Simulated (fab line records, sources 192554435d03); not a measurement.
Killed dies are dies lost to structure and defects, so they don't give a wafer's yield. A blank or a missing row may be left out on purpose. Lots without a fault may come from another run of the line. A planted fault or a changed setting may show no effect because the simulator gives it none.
fab line records | flow n5_finfet
record lots=24 wafers=72 last_day=19
route steps=1938 shown BEOL_M8@1353 BEOL_M9@1402
lots that met no fault: from a run of the same line without faults
start_h: hours from the record's first day to the start of the lot's first wafer shown | wait_h: hours since the lot's step before | " the same as in the row above | L1.1+2: a row that stands for several wafers | - no value, or no start given | * or withheld: withheld | < > ~ a bound
route shown NAME@n: a module of which the file shows steps, and the number in the route of the first | usual: mean/standard deviation of fault-free wafers | same: alike in all rows | chamber/n: place in a boat | sites: the reading at each site | _std_site: their standard deviation | _edge_site: outer sites' mean less inner sites' | radius_mm: how far each site lies from the wafer's centre | mask NAME#n: copy n | behind: the tool/chamber that last shaped the wafer | hold: why the lot was held/for how many hours/how that ended | device: the transistor (n, p or np) that didn't switch | end of line: the same wafers' tests at the end of the route | a step without rows: its recipe alone | killed: dies lost to structure and defects at the first sort, not the wafer's yield | map: a wafer's dies, x killed, . not, _ none there
set.NAME: the setting as run; set.NAME@STEP: as run at that earlier step | model.NAME: the simulator's own value behind a step, which no gauge read
steps of the route over a sample of lots; a table a step, a row a wafer
services: from which hour (start_h, from the record's first day; less than 0 if before it) a tool's chamber was out of use, for how many hours, and why
## steps
# step N5_BEOL_M8_HM_OPEN_17
# recipe chemistry=Cl2/BCl3 target_depth_a=200 overetch_a=60 target=TiN mask_material=SOC ion_energy_ev=150 pressure_mtorr=10 icp_w=1000 bias_w=126 Cl2_flow_sccm=53.25 bcl3_flow_sccm=21.75 Ar_flow_sccm=25
# usual drypump_motor_current_A=5.9/0.41 mfc_ar_sccm=25.00/0.072 oes_product_au=0.69/0.069 throttle_valve_pct=22.15/0.24
# columns lot.wafer tool chamber start_h wait_h drypump_motor_current_A mfc_ar_sccm oes_product_au rf_hours_counter_h throttle_valve_pct
L074.1 rie_metal-03 1 222.98 0.0 6.0 25.05 0.54 116 22.24
L074.4 " 0 " " 6.3 24.92 0.72 - 22.12
L074.6 " 0 " " 6.2 25.01 0.71 - 22.12
L075.1 rie_metal-03 1 226.74 0.0 6.0 25.13 0.54 116 22.24
L075.2 " 0 " " 6.2 25.04 0.72 29 22.10
L075.6 " 0 " " 6.3 24.97 0.73 - 22.10
L078.2 rie_metal-02 1 273.87 0.0 5.0 25.00 0.71 19 21.74
L078.3 " 0 " " 5.9 24.94 0.69 - 22.27
L078.6 " 0 " " 5.9 25.05 0.70 - 22.28
L077.4 rie_metal-03 0 276.82 0.1 6.3 24.98 0.71 - 22.12
L077.5 " 1 " " 6.0 24.94 0.53 - 22.24
L077.6 " 0 " " 6.2 25.10 0.71 - 22.12
L079.1 rie_metal-01 1 292.18 0.0 6.1 25.08 0.63 47 22.61
L079.4 " 0 " " 5.8 25.03 0.65 - 22.02
L079.6 " 1 " " 6.1 25.12 0.63 - 22.60
L080.2 rie_metal-03 0 296.87 0.1 6.2 25.08 0.70 - 22.13
L080.4 " 0 " " 6.3 25.01 0.70 - 22.12
L080.5 " 0 " " 6.3 25.12 0.71 - 22.13
L081.1 rie_metal-03 0 303.36 0.0 6.3 24.85 0.70 33 22.14
L081.2 " 1 " " 6.0 24.96 0.84 0 22.20
L081.6 " 1 " " 6.0 25.00 0.83 - 22.21
L082.1 rie_metal-02 0 310.91 0.0 5.9 25.01 0.70 29 22.25
L082.3 " 0 " " 5.9 25.09 0.70 - 22.26
L082.4 " 1 " " 5.0 25.04 0.70 - 21.74
L083.2 rie_metal-01 0 321.04 0.0 5.9 25.00 0.64 51 22.02
L083.3 " 1 " " 6.0 25.00 0.63 - 22.60
L083.6 " 1 " " 6.0 25.04 0.64 - 22.61
L084.1 rie_metal-01 1 330.31 0.0 6.0 25.14 0.63 49 22.61
L084.3 " 0 " " 6.0 25.03 0.64 - 22.04
L084.4 " 1 " " 6.0 25.08 0.62 - 22.63
L085.1 rie_metal-03 0 331.85 0.0 6.3 24.97 0.69 34 22.15
L085.4 " 0 " " 6.3 25.00 0.68 - 22.13
L085.6 " 0 " " 6.3 25.02 0.70 - 22.13
L087.1 rie_metal-02 0 334.20 0.0 5.9 24.89 0.70 30 22.27
L087.2 " 1 " " 4.9 24.96 0.70 24 21.76
L087.5 " 1 " " 5.0 25.00 0.69 - 21.75
L086.2 rie_metal-03 1 334.26 0.0 6.0 24.97 0.82 1 22.19
L086.4 " 1 " " 6.0 24.91 0.84 - 22.18
L086.5 " 0 " " 6.2 25.07 0.70 - 22.14
L076.3 rie_metal-02 1 344.04 0.1 5.0 25.02 0.69 - 21.77
L076.4 " 1 " " 5.0 24.99 0.70 - 21.75
L076.6 " 1 " " 5.0 25.11 0.70 - 21.77
L089.2 rie_metal-03 1 344.33 0.0 6.0 25.01 0.83 2 22.18
L089.3 " 0 " " 6.2 24.94 0.69 - 22.14
L089.5 " 1 " " 6.0 25.11 0.82 - 22.21
L090.2 rie_metal-03 0 353.91 0.0 6.3 24.97 0.69 36 22.14
L090.4 " 0 " " 6.3 25.04 0.70 - 22.13
L090.6 " 1 " " 6.0 24.91 0.81 - 22.22
L091.2 rie_metal-01 1 365.78 0.0 6.0 25.02 0.63 52 22.62
L091.5 " 1 " " 6.0 25.12 0.63 - 22.62
L091.6 " 0 " " 6.0 25.03 0.65 - 22.03
L088.2 rie_metal-02 0 370.49 0.0 5.9 25.18 0.68 32 22.29
L088.3 " 1 " " 5.0 24.95 0.69 - 21.78
L088.6 " 1 " " 5.0 25.00 0.68 - 21.76
L092.1 rie_metal-02 1 375.32 0.0 5.0 24.93 0.70 26 21.75
L092.2 " 0 " " 5.9 24.83 0.69 32 22.27
L092.4 " 1 " " 5.0 25.00 0.70 - 21.74
L094.1 rie_metal-02 0 375.75 0.0 5.9 24.94 0.69 32 22.27
L094.3 " 1 " " 5.0 24.98 0.68 - 21.75
L094.4 " 0 " " 5.9 25.01 0.68 - 22.30
L093.2 rie_metal-03 0 377.16 0.0 6.3 24.98 0.69 39 22.14
L093.4 " 0 " " 6.3 25.06 0.68 - 22.14
L093.6 " 1 " " 6.0 25.15 0.79 - 22.23
L095.2 rie_metal-01 1 379.78 0.0 6.0 24.94 0.62 53 22.62
L095.5 " 1 " " 6.0 24.97 0.63 - 22.59
L095.6 " 0 " " 6.0 24.94 0.64 - 22.04
L096.2 rie_metal-01 0 382.36 0.0 5.9 25.00 0.64 55 22.02
L096.5 " 0 " " 5.9 25.12 0.63 - 22.03
L096.6 " 1 " " 6.0 24.93 0.63 - 22.63
L097.1 rie_metal-03 1 385.13 0.0 6.0 25.02 0.77 6 22.19
L097.5 " 0 " " 6.3 25.05 0.68 - 22.15
L097.6 " 1 " " 6.0 25.08 0.79 - 22.18
# step N5_BEOL_M8_CD_MEAS_18
# recipe pitch_nm=80 target_cd_nm=40
# usual cd_nm=40.1/0.56
# columns lot.wafer tool chamber start_h wait_h cd_nm
L074.1 cd_sem-03 - 223.16 0.0 39.4
L074.4 " - " " 40.4
L074.6 " - " " 40.1
L075.1 cd_sem-01 - 226.92 0.0 39.3
L075.2 " - " " 40.3
L075.6 " - " " 40.8
L078.2 cd_sem-02 - 274.06 0.1 38.9
L078.3 " - " " 39.7
L078.6 " - " " 40.1
L077.4 cd_sem-02 - 277.18 0.1 39.0
L077.5 " - " " 39.2
L077.6 " - " " 39.1
L079.1 cd_sem-01 - 292.36 0.0 40.4
L079.4 " - " " 40.7
L079.6 " - " " 40.2
L080.2 cd_sem-02 - 297.11 0.1 40.5
L080.4 " - " " 40.4
L080.5 " - " " 39.9
L081.1 cd_sem-01 - 303.71 0.0 40.5
L081.2 " - " " 40.5
L081.6 " - " " 40.2
L082.1 cd_sem-03 - 311.09 0.0 40.2
L082.3 " - " " 40.1
L082.4 " - " " 40.2
L083.2 cd_sem-03 - 321.22 0.1 39.6
L083.3 " - " " 39.4
L083.6 " - " " 40.4
L084.1 cd_sem-01 - 330.70 0.0 38.3
L084.3 " - " " 39.5
L084.4 " - " " 38.7
L085.1 cd_sem-03 - 332.19 0.0 40.3
L085.4 " - " " 40.6
L085.6 " - " " 40.1
L087.1 cd_sem-01 - 334.42 0.0 40.0
L087.2 " - " " 40.8
L087.5 " - " " 39.7
L086.2 cd_sem-02 - 334.46 0.1 39.8
L086.4 " - " " 40.1
L086.5 " - " " 39.5
L076.3 cd_sem-01 - 344.25 0.1 40.4
L076.4 " - " " 40.2
L076.6 " - " " 39.9
L089.2 cd_sem-01 - 344.51 0.1 40.5
L089.3 " - " " 40.7
L089.5 " - " " 40.8
L090.2 cd_sem-01 - 354.19 0.1 39.7
L090.4 " - " " 39.9
L090.6 " - " " 39.9
L091.2 cd_sem-02 - 366.04 0.1 40.0
L091.5 " - " " 39.6
L091.6 " - " " 39.7
L088.2 cd_sem-02 - 370.76 0.1 40.2
L088.3 " - " " 40.7
L088.6 " - " " 41.2
L092.1 cd_sem-02 - 375.50 0.0 40.7
L092.2 " - " " 40.4
L092.4 " - " " 38.6
L094.1 cd_sem-02 - 376.06 0.0 40.8
L094.3 " - " " 40.1
L094.4 " - " " 40.2
L093.2 cd_sem-02 - 377.34 0.1 40.8
L093.4 " - " " 40.3
L093.6 " - " " 40.2
L095.2 cd_sem-03 - 380.04 0.1 39.4
L095.5 " - " " 39.9
L095.6 " - " " 39.5
L096.2 cd_sem-03 - 382.75 0.1 39.1
L096.5 " - " " 39.8
L096.6 " - " " 39.1
L097.1 cd_sem-02 - 385.34 0.0 40.2
L097.5 " - " " 41.0
L097.6 " - " " 40.2
# step N5_BEOL_M8_CD_MEAS_28
# recipe target_cd_nm=40 landing_energy_ev=500 detector=se_inlens
# usual cd_nm=40.12/0.24
# columns lot.wafer tool chamber start_h wait_h cd_nm
L074.1 cd_sem-01 0 225.94 - 40.12
L074.4 " 0 " " 40.20
L074.6 " 0 " " 40.10
L075.1 cd_sem-01 0 228.98 - 40.26
L075.2 " 0 " " 40.15
L075.6 " 0 " " 39.91
L078.2 cd_sem-01 0 275.08 - 40.37
L078.3 " 0 " " 40.14
L078.6 " 0 " " 39.93
L077.4 cd_sem-03 0 280.19 - 40.37
L077.5 " 0 " " 40.11
L077.6 " 0 " " 40.32
L079.1 cd_sem-02 0 295.03 - 39.88
L079.4 " 0 " " 40.28
L079.6 " 0 " " 40.70
L080.2 cd_sem-03 0 298.65 - 39.69
L080.4 " 0 " " 39.98
L080.5 " 0 " " 40.36
L081.1 cd_sem-01 0 305.44 - 39.85
L081.2 " 0 " " 39.94
L081.6 " 0 " " 39.62
L082.1 cd_sem-03 0 314.30 - 40.17
L082.3 " 0 " " 40.41
L082.4 " 0 " " 39.99
L083.2 cd_sem-02 0 321.58 - 39.73
L083.3 " 0 " " 40.04
L083.6 " 0 " " 40.23
L084.1 cd_sem-02 0 332.53 - 39.98
L084.3 " 0 " " 40.11
L084.4 " 0 " " 40.30
L085.1 cd_sem-01 0 332.57 - 40.19
L085.4 " 0 " " 39.85
L085.6 " 0 " " 40.25
L087.1 cd_sem-01 0 334.73 - 39.86
L087.2 " 0 " " 40.29
L087.5 " 0 " " 39.73
L086.2 cd_sem-02 0 334.90 - 40.38
L086.4 " 0 " " 39.93
L086.5 " 0 " " 40.15
L076.3 cd_sem-01 0 345.89 - 40.39
L076.4 " 0 " " 40.33
L076.6 " 0 " " 40.02
L089.2 cd_sem-03 0 346.06 - 40.02
L089.3 " 0 " " 40.19
L089.5 " 0 " " 39.92
L090.2 cd_sem-01 0 355.69 - 40.43
L090.4 " 0 " " 40.50
L090.6 " 0 " " 40.33
L091.2 cd_sem-01 0 366.50 - 40.01
L091.5 " 0 " " 40.20
L091.6 " 0 " " 40.24
L088.2 cd_sem-03 0 373.99 - 40.30
L088.3 " 0 " " 40.08
L088.6 " 0 " " 40.35
L092.1 cd_sem-02 0 377.78 - 40.11
L092.2 " 0 " " 40.40
L092.4 " 0 " " 40.32
L094.1 cd_sem-03 0 377.82 - 40.49
L094.3 " 0 " " 40.23
L094.4 " 0 " " 39.95
L093.2 cd_sem-02 0 377.90 - 40.57
L093.4 " 0 " " 40.21
L093.6 " 0 " " 40.57
L095.2 cd_sem-02 0 380.35 - 39.92
L095.5 " 0 " " 40.11
L095.6 " 0 " " 39.64
L096.2 cd_sem-01 0 383.43 - 39.64
L096.5 " 0 " " 39.69
L096.6 " 0 " " 39.83
L097.1 cd_sem-03 0 387.31 - 40.34
L097.5 " 0 " " 40.37
L097.6 " 0 " " 39.99
# step N5_BEOL_M8_INSPECT_30
# recipe mode=adi inspect_instrument=brightfield
# usual raw_defect_count=401/87
# columns lot.wafer tool chamber start_h wait_h raw_defect_count
L074.1 defect_inspect-01 - 226.03 0.1 406
L074.4 " - " " 334
L074.6 " - " " 364
L075.1 defect_inspect-02 - 229.07 0.1 341
L075.2 " - " " 437
L075.6 " - " " 378
L078.2 defect_inspect-01 - 275.17 0.0 219
L078.3 " - " " 220
L078.6 " - " " 255
L077.4 defect_inspect-01 - 280.28 0.0 371
L077.5 " - " " 485
L077.6 " - " " 408
L079.1 defect_inspect-01 - 295.12 0.1 400
L079.4 " - " " 311
L079.6 " - " " 329
L080.2 defect_inspect-02 - 298.74 0.0 332
L080.4 " - " " 578
L080.5 " - " " 532
L081.1 defect_inspect-02 - 305.53 0.1 343
L081.2 " - " " 259
L081.6 " - " " 280
L082.1 defect_inspect-02 - 314.39 0.1 550
L082.3 " - " " 453
L082.4 " - " " 513
L083.2 defect_inspect-01 - 321.67 0.0 452
L083.3 " - " " 513
L083.6 " - " " 397
L084.1 defect_inspect-02 - 332.62 0.1 345
L084.3 " - " " 444
L084.4 " - " " 434
L085.1 defect_inspect-02 - 332.66 0.1 321
L085.4 " - " " 396
L085.6 " - " " 411
L087.1 defect_inspect-02 - 334.81 0.1 492
L087.2 " - " " 522
L087.5 " - " " 600
L086.2 defect_inspect-02 - 334.98 0.0 390
L086.4 " - " " 357
L086.5 " - " " 338
L076.3 defect_inspect-01 - 345.98 0.0 369
L076.4 " - " " 280
L076.6 " - " " 296
L089.2 defect_inspect-02 - 346.15 0.0 362
L089.3 " - " " 535
L089.5 " - " " 372
L090.2 defect_inspect-01 - 355.78 0.0 217
L090.4 " - " " 447
L090.6 " - " " 407
L091.2 defect_inspect-02 - 366.58 0.0 412
L091.5 " - " " 413
L091.6 " - " " 323
L088.2 defect_inspect-02 - 374.08 0.0 283
L088.3 " - " " 276
L088.6 " - " " 287
L092.1 defect_inspect-02 - 377.92 0.1 536
L092.2 " - " " 388
L092.4 " - " " 350
L094.1 defect_inspect-02 - 377.93 0.1 451
L094.3 " - " " 488
L094.4 " - " " 297
L093.2 defect_inspect-02 - 378.00 0.1 405
L093.4 " - " " 438
L093.6 " - " " 266
L095.2 defect_inspect-02 - 380.44 0.0 355
L095.5 " - " " 274
L095.6 " - " " 454
L096.2 defect_inspect-02 - 383.51 0.0 409
L096.5 " - " " 429
L096.6 " - " " 377
L097.1 defect_inspect-02 - 387.40 0.1 498
L097.5 " - " " 447
L097.6 " - " " 512
# step N5_BEOL_M8_CURE_75
# recipe temp_c=370 time_s=120 ambient=DMADMS/He material=SiCOH_lowk
# usual lamp_power_pct=52.31/0.048 wafer_temp_C_max=371.6/0.48
# columns lot.wafer tool chamber start_h wait_h lamp_power_pct wafer_temp_C_max
L074.1 uv_cure-02 1 226.69 0.0 52.29 371.5
L074.4 " 1 " " 52.30 371.6
L074.6 " 1 " " 52.40 371.6
L075.1 uv_cure-03 2 229.73 0.0 52.22 370.9
L075.2 " 2 " " 52.28 371.4
L075.6 " 2 " " 52.36 370.9
L078.2 uv_cure-02 2 276.15 0.1 52.33 372.2
L078.3 " 2 " " 52.20 372.5
L078.6 " 2 " " 52.31 372.6
L077.4 uv_cure-02 1 281.09 0.2 52.25 371.5
L077.5 " 1 " " 52.36 371.7
L077.6 " 1 " " 52.34 371.7
L079.1 uv_cure-01 0 295.95 0.2 52.33 372.0
L079.4 " 0 " " 52.41 372.8
L079.6 " 0 " " 52.33 372.1
L080.2 uv_cure-03 0 299.45 0.1 52.30 372.3
L080.4 " 0 " " 52.43 372.0
L080.5 " 0 " " 52.27 371.8
L081.1 uv_cure-02 1 306.18 0.0 52.37 370.8
L081.2 " 1 " " 52.29 371.5
L081.6 " 1 " " 52.36 371.4
L082.1 uv_cure-03 0 315.05 0.0 52.35 372.4
L082.3 " 0 " " 52.27 372.2
L082.4 " 0 " " 52.25 371.4
L083.2 uv_cure-01 0 322.40 0.1 52.37 371.9
L083.3 " 0 " " 52.23 372.1
L083.6 " 0 " " 52.35 371.7
L084.1 uv_cure-02 1 333.68 0.0 52.37 371.1
L084.3 " 1 " " 52.34 371.2
L084.4 " 1 " " 52.29 370.6
L085.1 uv_cure-01 2 333.89 0.0 52.24 371.6
L085.4 " 2 " " 52.36 371.6
L085.6 " 2 " " 52.31 371.8
L087.1 uv_cure-01 2 335.68 0.0 52.25 371.9
L087.2 " 2 " " 52.21 371.7
L087.5 " 2 " " 52.25 371.8
L086.2 uv_cure-03 0 336.05 0.1 52.23 372.5
L086.4 " 0 " " 52.30 372.1
L086.5 " 0 " " 52.31 372.2
L089.2 uv_cure-02 1 346.86 0.1 52.33 372.1
L089.3 " 1 " " 52.32 371.5
L089.5 " 1 " " 52.35 371.4
L076.3 uv_cure-01 0 346.86 0.1 52.24 372.2
L076.4 " 0 " " 52.34 372.3
L076.6 " 0 " " 52.35 372.0
L090.2 uv_cure-02 1 356.49 0.1 52.37 371.3
L090.4 " 1 " " 52.29 371.4
L090.6 " 1 " " 52.24 371.2
L091.2 uv_cure-01 1 367.30 0.1 52.32 371.1
L091.5 " 1 " " 52.30 371.1
L091.6 " 1 " " 52.38 371.2
L088.2 uv_cure-03 0 374.79 0.1 52.35 372.7
L088.3 " 0 " " 52.35 371.0
L088.6 " 0 " " 52.22 371.3
L092.1 uv_cure-02 0 378.63 0.0 52.35 371.1
L092.2 " 0 " " 52.24 371.7
L092.4 " 0 " " 52.37 371.8
L094.1 uv_cure-03 1 378.91 0.0 52.27 371.4
L094.3 " 1 " " 52.28 371.7
L094.4 " 1 " " 52.31 371.9
L093.2 uv_cure-03 2 379.26 0.3 52.31 371.1
L093.4 " 2 " " 52.32 370.5
L093.6 " 2 " " 52.31 371.6
L095.2 uv_cure-03 0 381.83 0.6 52.30 372.2
L095.5 " 0 " " 52.30 372.0
L095.6 " 0 " " 52.35 371.9
L096.2 uv_cure-02 0 384.22 0.1 52.36 371.1
L096.5 " 0 " " 52.22 371.4
L096.6 " 0 " " 52.36 371.8
L097.1 uv_cure-02 1 388.19 0.0 52.31 371.4
L097.5 " 1 " " 52.38 371.5
L097.6 " 1 " " 52.35 371.0
# step N5_BEOL_M9_CURE_71
# recipe temp_c=385 time_s=240 ambient=He/Ar material=SiCOH_lowk
# usual lamp_power_pct=52.31/0.057 wafer_temp_C_max=386.9/0.59
# columns lot.wafer tool chamber start_h wait_h lamp_power_pct wafer_temp_C_max
L074.1 uv_cure-02 0 230.32 0.0 52.41 386.9
L074.4 " 0 " " 52.38 386.8
L074.6 " 0 " " 52.39 386.6
L075.1 uv_cure-03 0 231.74 0.0 52.25 387.4
L075.2 " 0 " " 52.31 387.9
L075.6 " 0 " " 52.25 387.3
L078.2 uv_cure-03 1 280.19 0.1 52.28 386.1
L078.3 " 1 " " 52.30 386.7
L078.6 " 1 " " 52.25 386.2
L077.4 uv_cure-03 1 283.65 0.4 52.35 386.2
L077.5 " 1 " " 52.23 386.6
L077.6 " 1 " " 52.19 387.7
L079.1 uv_cure-01 1 300.10 0.0 52.19 386.4
L079.4 " 1 " " 52.30 385.9
L079.6 " 1 " " 52.46 386.0
L080.2 uv_cure-03 1 302.22 0.1 52.37 387.1
L080.4 " 1 " " 52.32 387.0
L080.5 " 1 " " 52.25 387.4
L081.1 uv_cure-01 0 311.70 0.0 52.22 387.5
L081.2 " 0 " " 52.25 387.0
L081.6 " 0 " " 52.18 387.6
L082.1 uv_cure-01 0 318.39 0.0 52.26 387.6
L082.3 " 0 " " 52.31 387.6
L082.4 " 0 " " 52.25 387.3
L083.2 uv_cure-01 0 326.98 0.2 52.32 387.2
L083.3 " 0 " " 52.32 388.1
L083.6 " 0 " " 52.44 387.0
L084.1 uv_cure-02 0 337.53 0.0 52.25 386.5
L084.3 " 0 " " 52.38 386.4
L084.4 " 0 " " 52.32 386.7
L085.1 uv_cure-03 1 337.80 0.0 52.25 386.8
L085.4 " 1 " " 52.34 387.0
L085.6 " 1 " " 52.35 386.7
L087.1 uv_cure-02 0 339.71 0.0 52.33 385.9
L087.2 " 0 " " 52.32 386.3
L087.5 " 0 " " 52.36 386.1
L086.2 uv_cure-01 1 340.06 0.1 52.32 386.0
L086.4 " 1 " " 52.40 385.8
L086.5 " 1 " " 52.29 386.4
L076.3 uv_cure-01 0 349.11 0.2 52.32 387.5
L076.4 " 0 " " 52.22 386.7
L076.6 " 0 " " 52.25 387.4
L089.2 uv_cure-03 0 349.19 0.1 52.26 387.7
L089.3 " 0 " " 52.41 387.4
L089.5 " 0 " " 52.34 387.5
L090.2 uv_cure-02 0 359.44 0.2 52.31 386.0
L090.4 " 0 " " 52.19 386.2
L090.6 " 0 " " 52.35 386.1
L091.2 uv_cure-01 1 370.94 0.1 52.37 386.2
L091.5 " 1 " " 52.36 386.0
L091.6 " 1 " " 52.30 386.3
L088.2 uv_cure-01 2 377.29 0.1 52.37 386.6
L088.3 " 2 " " 52.24 386.3
L088.6 " 2 " " 52.36 387.0
L092.1 uv_cure-02 1 381.13 0.0 52.29 387.1
L092.2 " 1 " " 52.31 386.8
L092.4 " 1 " " 52.35 386.4
L094.1 uv_cure-02 1 381.91 0.1 52.34 386.5
L094.3 " 1 " " 52.35 386.5
L094.4 " 1 " " 52.26 386.3
L093.2 uv_cure-02 1 382.47 0.6 52.25 387.1
L093.4 " 1 " " 52.35 387.4
L093.6 " 1 " " 52.31 387.2
L095.2 uv_cure-01 0 385.87 0.1 52.41 387.1
L095.5 " 0 " " 52.25 387.2
L095.6 " 0 " " 52.30 388.5
L096.2 uv_cure-03 0 387.09 0.1 52.35 387.7
L096.5 " 0 " " 52.38 387.0
L096.6 " 0 " " 52.31 387.3
L097.1 uv_cure-03 1 390.60 0.1 52.21 387.8
L097.5 " 1 " " 52.31 387.1
L097.6 " 1 " " 52.33 386.5
## services
# columns tool chamber start_h hours kind
uv_cure-03 - 220.95 2.8 pm
uv_cure-03 - 225.69 0.9 repair
rie_metal-03 1 278.13 - clean
rie_metal-03 1 278.13 20.0 scheduled_down
rie_metal-03 1 278.13 20.0 vent_cycle
uv_cure-01 - 279.90 0.5 repair
uv_cure-02 - 281.24 7.5 pm
uv_cure-03 - 289.04 7.5 pm
rie_metal-03 1 315.00 14.0 repair
rie_metal-02 0 341.95 3.6 repair
uv_cure-01 - 355.77 0.8 repair
uv_cure-02 - 373.16 0.4 repair
uv_cure-01 - 377.69 6.0 pm
rie_metal-02 0 379.21 7.7 repair
## key
fault none
